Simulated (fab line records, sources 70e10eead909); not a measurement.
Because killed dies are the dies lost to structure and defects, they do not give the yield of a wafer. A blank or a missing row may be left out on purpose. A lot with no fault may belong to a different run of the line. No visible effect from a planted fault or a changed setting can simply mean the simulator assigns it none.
Problem report, 8D (eight disciplines) form, completed by code :: flow nand harc :: the parts of the form that need people (team, actions taken, sign-off) are left out

1. THE ISSUE
Wafers without a fault read 99.97 C, standard deviation 0.14; plate temp C at NHARC_A_M0_PEB_07 reads a mean of 99.32 C on 2 wafers belonging to 2 lots. Measured from the usual mean, that is -4.6 standard deviations.
The step: peb time 65 s.
First seen on wafer L733.6, day 18 23:24, on litho track-06. At this step, 35 wafers from 13 lots have a number in the record. Rule for "out" (also "out of limits"): further than 4 standard deviations from the usual mean. All remaining wafers that have a number are taken as sound.

2. WHAT IT IS AND WHAT IT IS NOT
question: which readings at this step
is: plate temp C
is not: chill plate temp C, resist line temp C

question: which lots
is: L733, L736
is not: L727, L728, L729, L730, L731, L734, L738, L746, L747, L749, L750

question: which wafers of those lots
is: all that have a number
is not: -

question: read on which tools
is: litho track-06
is not: litho track-01, litho track-04

question: when
is: from day 18 23:24
is not: up to then (18 sound wafers); but 15 sound wafers of L738, L746, L747, L749, L750 came after

3. SUSPECTS, AND WHAT RULES EACH OUT
Counting: any tool at a process step up to the reading is kept as a suspect provided that every lot that is out went through it and no sound lot did after the first of them.
- pvd sputter-02 at NHARC_A_BLC_DEGAS_30 (time 60 s): ruled out as a lasting fault. Following L733 (day 18 21:14), the first lot on it that is out, the sound lots L738, L746, L749, L747 were run on it.
- cmp-01 at NHARC_A_BLC_CMP_25 (polishes, t overpolish 30 s, target thk 150 nm): kept. It processed each lot that is out, first L733 at day 18 22:17, and no sound lot thereafter; up to then, the last sound lot it processed was L734 at day 18 21:25.
- litho track-06 at NHARC_A_M0_PEB_07 (peb time 65 s): ruled out as a lasting fault. Following L733 (day 18 23:24), the first lot on it that is out, the sound lots L747, L750 were run on it.
Remaining after the count: cmp-01 at NHARC_A_BLC_CMP_25.

4. THE CAUSE (what the simulator had put in)
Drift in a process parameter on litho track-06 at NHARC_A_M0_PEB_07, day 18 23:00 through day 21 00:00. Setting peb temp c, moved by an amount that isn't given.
Counting ruled it out, wrongly.

5. THE CHAIN OF EFFECTS, in route order
Each row: a reading whose mean over the struck wafers that have a number lies more than 3 standard deviations from the usual. Only readings whose record carries a usual standard deviation are examined. hours: median over the lots of the time between each lot's start at the first step of this table that gives one and its start at this step. sigmas: the change, counted in usual standard deviations.
hours: 0
step: NHARC_A_M0_PEB_07
reading: plate temp C
usual: 99.97 C
on struck wafers: 99.32
change: -0.65
sigmas: -4.6
The process steps in it:
- NHARC_A_M0_PEB_07: peb time 65 s.
Later steps that measure or inspect, where all struck wafers having a row at the step show a number for every such reading and not one has moved that far: NHARC_END_SORT_01.

6. HOW IT WOULD HAVE BEEN CAUGHT EARLIER
First out-of-limits reading in this record: day 18 23:24, which is 0 hours after fault onset at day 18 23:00.
